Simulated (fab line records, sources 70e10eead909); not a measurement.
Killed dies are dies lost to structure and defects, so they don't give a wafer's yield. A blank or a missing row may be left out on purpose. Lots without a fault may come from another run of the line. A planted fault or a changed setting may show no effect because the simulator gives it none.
Chamber matching | flow nand_harc | NHARC_P_M0_DEP_32 on pecvd-03: 3 sister chambers
The step deposits SiCN, target thk 30 nm. 6 wafers are shown with their chamber, then 8 later ones without.

WAFERS WITH THEIR CHAMBER
wafer  | chamber | heater_power_w (W) | rf_fwd_power_W (W)
L086.2 | 1       | 638                | 449.2
L086.6 | 2       | 654                | 448.3
L088.1 | 0       | 584                | 448.9
L088.4 | 2       | 657                | 450.7
L088.5 | 1       | 630                | 449.2
L091.1 | 0       | 610                | 449.0

WAFERS WITHOUT THEIR CHAMBER
wafer  | heater_power_w (W) | rf_fwd_power_W (W)
L091.2 | 647                | 447.9
L091.3 | 649                | 448.7
L093.1 | 674                | 449.4
L093.3 | 604                | 448.3
L093.6 | 585                | 448.5
L094.2 | 547                | 449.8
L094.4 | 655                | 447.2
L094.5 | 563                | 450.1

WHICH CHAMBER EACH WENT THROUGH
wafer  | from the rows above     | in truth
L091.2 | can't be placed: 1 or 2 | 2
L091.3 | can't be placed: 2 or 1 | 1
L093.1 | can't be placed: 2 or 1 | 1
L093.3 | can't be placed: 0 or 1 | 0
L093.6 | 0                       | 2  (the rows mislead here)
L094.2 | 0                       | 0
L094.4 | can't be placed: 2 or 1 | 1
L094.5 | 0                       | 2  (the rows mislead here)
Placed correctly: 1 of 8. Can't be placed from these rows: 5 (the true chamber is among the candidates in 5). Placed wrongly: 2.
How it was worked out, from the rows above alone: a wafer's distance from a chamber is the root of the sum, over the readings, of the square of ((its reading less the chamber's mean) divided by the reading's scatter). The wafer belongs to the nearest chamber; if the next one is less than 2 further off, it can't be placed. A chamber's mean is the mean of its shown wafers. The scatter: the root of (the sum of the squares of (reading less its chamber's mean) over the shown wafers, divided by (wafers less chambers)).
